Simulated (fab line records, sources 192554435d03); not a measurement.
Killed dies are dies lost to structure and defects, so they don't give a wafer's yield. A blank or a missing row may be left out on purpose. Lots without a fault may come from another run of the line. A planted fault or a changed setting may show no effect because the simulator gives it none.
Problem report in the 8D (eight disciplines) form, filled by code | flow n5_finfet | the parts of the form that need people (team, actions taken, sign-off) are left out

1. THE PROBLEM
run_length_s at N5_BEOL_M2_CO_CAP_55 reads a mean of 156.9 s on 1 wafer of 1 lot; wafers without a fault read 124.7 s with a standard deviation of 0.59. That is +55 standard deviations from the usual mean.
The step: material Co, precursor CCTBA/H2, target thk 2 nm, time 102.1 s.
First seen on wafer L787.4, day 10 20:45, on cvd_co-02. The record holds 14 wafers of 5 lots with a number at this step. Rule for "out", or "out of limits": more than 4 standard deviations from the usual mean. The other wafers with a number count as sound.

2. WHAT IT IS AND WHAT IT IS NOT
question                    | is                | is not
which readings at this step | run_length_s      | heater_power_w
which lots                  | L787              | L775, L777, L790, L795
which wafers of those lots  | L787.4            | L787.5
read on which tools         | cvd_co-02         | cvd_co-01
when                        | from day 10 20:45 | up to then (7 sound wafers); but 6 sound wafers of L790, L795 came after

3. SUSPECTS, AND WHAT RULES EACH OUT
Counting: a tool at a process step up to the reading stays a suspect if it ran every lot that is out. Sound lots after the first of them don't rule it out here, since some wafers of a struck lot are sound.
- pvd_sputter-01 at N5_BEOL_M2_SPUTTER_92 (material Cu, target thk 4.5 nm, time 8.29 s): kept. It ran the lot that is out, L787 (day 10 19:25).
- pvd_sputter-01 at N5_BEOL_M2_SPUTTER_94 (material Cu, target thk 4.5 nm, time 8.29 s): kept. It ran the lot that is out, L787 (day 10 19:38).
- rtp_anneal-01 at N5_BEOL_M2_ANNEAL_51 (time 90 s): kept. It ran the lot that is out, L787 (day 10 20:11).
- cmp-01 at N5_BEOL_M2_CMP_52 (polishes, stops on SiOC, t overpolish 6.8 s, target thk 40 nm): kept. It ran the lot that is out, L787 (day 10 20:20); its last sound lot up to then is L775 (day 8 04:25).
- cvd_co-02 at N5_BEOL_M2_PRE_CLEAN_60 (time 15 s): kept. It ran the lot that is out, L787 (day 10 20:41); its last sound lot up to then is L777 (day 8 16:07).
- cvd_co-02 at N5_BEOL_M2_CO_CAP_55 (material Co, precursor CCTBA/H2, target thk 2 nm, time 102.1 s): kept. It ran the lot that is out, L787 (day 10 20:45); its last sound lot up to then is L777 (day 8 16:10). Its own readings are out on those wafers: run_length_s.
- Within cmp-01 at N5_BEOL_M2_CMP_52: the wafers that are out ran in chamber 2; their sound lot-mates ran in chamber 3.
- Within cvd_co-02 at N5_BEOL_M2_PRE_CLEAN_60: the wafers that are out ran in chamber 2; their sound lot-mates ran in chamber 1.
- Within cvd_co-02 at N5_BEOL_M2_CO_CAP_55: the wafers that are out ran in chamber 2; their sound lot-mates ran in chamber 1.
Left after counting: pvd_sputter-01 at N5_BEOL_M2_SPUTTER_92, pvd_sputter-01 at N5_BEOL_M2_SPUTTER_94, rtp_anneal-01 at N5_BEOL_M2_ANNEAL_51, cmp-01 at N5_BEOL_M2_CMP_52, cvd_co-02 at N5_BEOL_M2_PRE_CLEAN_60, cvd_co-02 at N5_BEOL_M2_CO_CAP_55.

4. THE CAUSE (what the simulator had put in)
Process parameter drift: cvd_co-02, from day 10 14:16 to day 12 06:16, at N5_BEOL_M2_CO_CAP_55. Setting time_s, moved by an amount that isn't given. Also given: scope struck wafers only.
Counting left 6 suspects, and this tool is among them.

5. THE CHAIN OF EFFECTS, in route order
Each row: a reading whose mean over the struck wafers that have a number lies more than 3 standard deviations from the usual. Only readings for which the record gives a usual standard deviation are gone through. hours: the time from each lot's start at the first step in this table that gives one to its start at this step, as a median over the lots. sigmas: the change in usual standard deviations.
hours | step                 | reading      | usual   | on struck wafers | change | sigmas
0     | N5_BEOL_M2_CO_CAP_55 | run_length_s | 124.7 s | 156.9            | +32.2  | +55
The process steps in it:
- N5_BEOL_M2_CO_CAP_55: material Co, precursor CCTBA/H2, target thk 2 nm, time 102.1 s.
Later measuring or inspecting steps at which every struck wafer that the step has a row for has a number for every such reading, and none has moved that far: N5_BEOL_M4_RC_MEAS_101.

6. WHAT WOULD HAVE CAUGHT IT SOONER
In this record the first reading out of limits was taken at day 10 20:45, 6 hours after the fault began at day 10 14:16.
